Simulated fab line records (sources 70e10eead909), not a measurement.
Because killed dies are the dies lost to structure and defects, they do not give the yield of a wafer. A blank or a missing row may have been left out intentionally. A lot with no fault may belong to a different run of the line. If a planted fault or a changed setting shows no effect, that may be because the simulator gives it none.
Chamber matching | flow nand-harc | 4 sister chambers for NHARC_P_BONDPAD_STRIP_15 on rie-diel-04
The step strips in O2. 8 wafers are shown with their chamber, then 11 later ones without.

EACH WAFER AND ITS CHAMBER
wafer  | chamber | showerhead-plenum-p-Torr (Torr) | drypump-motor-current-A (A)
L562.2 | 0       | 3.33                            | 5.4
L562.5 | 2       | 3.62                            | 6.3
L564.1 | 3       | 3.32                            | 5.8
L564.2 | 0       | 3.33                            | 5.4
L566.2 | 1       | 3.55                            | 6.7
L566.3 | 2       | 3.62                            | 6.2
L566.6 | 1       | 3.55                            | 6.6
L569.2 | 3       | 3.31                            | 5.8

WAFERS WITHOUT THEIR CHAMBER
wafer  | showerhead-plenum-p-Torr (Torr) | drypump-motor-current-A (A)
L569.5 | 3.32                            | 5.4
L569.6 | 3.54                            | 6.6
L570.1 | 3.32                            | 5.4
L570.2 | 3.62                            | 6.2
L570.4 | 3.31                            | 5.9
L572.2 | 3.32                            | 5.4
L572.4 | 3.62                            | 6.3
L572.6 | 3.62                            | 6.2
L575.2 | 3.31                            | 5.8
L575.3 | 3.32                            | 5.4
L575.6 | 3.62                            | 6.3

THE CHAMBER EACH PASSED THROUGH
wafer  | from the rows above | in truth
L569.5 | 0                   | 0
L569.6 | 1                   | 1
L570.1 | 0                   | 0
L570.2 | 2                   | 2
L570.4 | 3                   | 3
L572.2 | 0                   | 0
L572.4 | 2                   | 2
L572.6 | 2                   | 2
L575.2 | 3                   | 3
L575.3 | 0                   | 0
L575.6 | 2                   | 2
11 of 11 placed correctly. Number that these rows cannot place: 0. Number placed wrongly: 0.
How it was worked out, from the rows above alone: a wafer's distance from a chamber is the root of the sum, over the readings, of the square of ((its reading less the chamber's mean) divided by the reading's scatter). If the next closest chamber is less than 2 further off than the closest, the wafer can't be placed; otherwise it belongs to the closest. The mean given for a chamber averages the wafers shown for that chamber. The scatter: take each reading less its chamber's mean, square it, sum over the shown wafers, divide by the number of wafers less the number of chambers, and take the root.
